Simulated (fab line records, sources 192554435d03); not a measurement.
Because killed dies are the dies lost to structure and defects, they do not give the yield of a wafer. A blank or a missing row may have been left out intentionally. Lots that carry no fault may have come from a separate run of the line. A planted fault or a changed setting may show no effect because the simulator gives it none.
Lot-split experiment + flow n5_finfet + 21 wafers read from 7 lots, route of 1938 steps

ABOUT THE SPLIT
At N5_BEOL_M10_COAT_63 (time 60 s, resist thk 100 nm), the setting spin_rpm was moved away from the recipe's 1500 rpm on 8 of the 21 wafers read, by -10.0% to +11.0%. The other wafers ran this setting at the recipe's value.

The split's own step is where the reading is taken.

THE READING
SOC_of_BEOL_M10_COAT_63.thk_nm (the simulator's own value, which no gauge read), in nm, at N5_BEOL_M10_COAT_63 (time 60 s, resist thk 100 nm). The file gives no usual value for it. Average 100.1 nm, standard deviation 0.3 nm, over the 13 wafers here run with the recipe.

| wafer  | tool, chamber at the split | spin_rpm as run, rpm | against the recipe | SOC_of_BEOL_M10_COAT_63.thk_nm, nm | against lot-mates on the recipe |
|--------|----------------------------|----------------------|--------------------|------------------------------------|---------------------------------|
| L076.1 | litho_track-02, 0          | 1500                 | recipe             | 100.4                              | -                               |
| L076.4 | litho_track-02, 0          | 1500                 | recipe             | 100.4                              | -                               |
| L076.6 | litho_track-02, 0          | 1500                 | recipe             | 100.2                              | -                               |
| L077.2 | litho_track-03, 0          | 1543                 | +2.9%              | 98.6                               | -1.6                            |
| L077.3 | litho_track-03, 0          | 1543                 | +2.9%              | 98.6                               | -1.6                            |
| L077.6 | litho_track-03, 0          | 1500                 | recipe             | 100.2                              | -                               |
| L082.1 | litho_track-03, 0          | 1394                 | -7.1%              | 103.4                              | +3.4                            |
| L082.4 | litho_track-03, 0          | 1500                 | recipe             | 100                                | -                               |
| L082.5 | litho_track-03, 0          | 1394                 | -7.1%              | 104                                | +4.0                            |
| L086.2 | litho_track-02, 0          | 1500                 | recipe             | 99.6                               | -                               |
| L086.3 | litho_track-02, 0          | 1500                 | recipe             | 100                                | -                               |
| L086.6 | litho_track-02, 0          | 1447                 | -3.5%              | 101.6                              | +1.8                            |
| L093.1 | litho_track-02, 0          | 1500                 | recipe             | 100.2                              | -                               |
| L093.2 | litho_track-02, 0          | 1500                 | recipe             | 100.2                              | -                               |
| L093.6 | litho_track-02, 0          | 1500                 | recipe             | 100.4                              | -                               |
| L094.1 | litho_track-01, 0          | 1350                 | -10.0%             | 106                                | +5.6                            |
| L094.3 | litho_track-01, 0          | 1350                 | -10.0%             | 106                                | +5.6                            |
| L094.6 | litho_track-01, 0          | 1500                 | recipe             | 100.4                              | -                               |
| L097.2 | litho_track-02, 0          | 1500                 | recipe             | 99.6                               | -                               |
| L097.5 | litho_track-02, 0          | 1500                 | recipe             | 99.6                               | -                               |
| L097.3 | litho_track-02, 0          | 1665                 | +11.0%             | 94.6                               | -5.0                            |

THE FIT
A straight line over all 21 wafers: SOC_of_BEOL_M10_COAT_63.thk_nm changes by -0.54 nm for each +1% of spin_rpm; r = -0.99; the points scatter about the line by 0.35 nm.
The same after taking each lot's own level away (the mean of its wafers on the recipe; 21 wafers): -0.519 nm for each +1%; r = -1.00; scatter 0.24 nm.
The reading moves by 5.7 nm for the largest change in spin_rpm, on that fit.
Across the lots, their own levels run from 99.60 to 100.40 nm, a range of 2.7 times the standard deviation given above.
So the lot-to-lot level changes the slope little: the two slopes agree.
Check: for one of the wafers moved furthest among these (+11.0%), held out of the fit, the line's prediction against its lot-mates is -6.05 nm. Against them it came out at -5 nm.

OTHER SPLITS APPLIED TO THESE WAFERS
Other splits were also applied to these wafers ahead of the reading. Each is held against what the fit with the lots' levels taken away leaves over:
| other split on the same wafers | wafers away from the commonest value | r with SOC_of_BEOL_M10_COAT_63.thk_nm (lot level and that fit taken away) |
|--------------------------------|--------------------------------------|---------------------------------------------------------------------------|
| N5_BEOL_M8_EXPOSE_08 dose_mj   | 2                                    | +0.17                                                                     |
| N5_BEOL_M9_ILD_DEP_00 time_s   | 7                                    | +0.07                                                                     |
| N5_BEOL_M9_COAT_60 spin_rpm    | 5                                    | -0.20                                                                     |

FILE'S OWN FIT
SOC_of_BEOL_M10_COAT_63.thk_nm changes by -0.508 nm for each +1% of spin_rpm, r = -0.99.
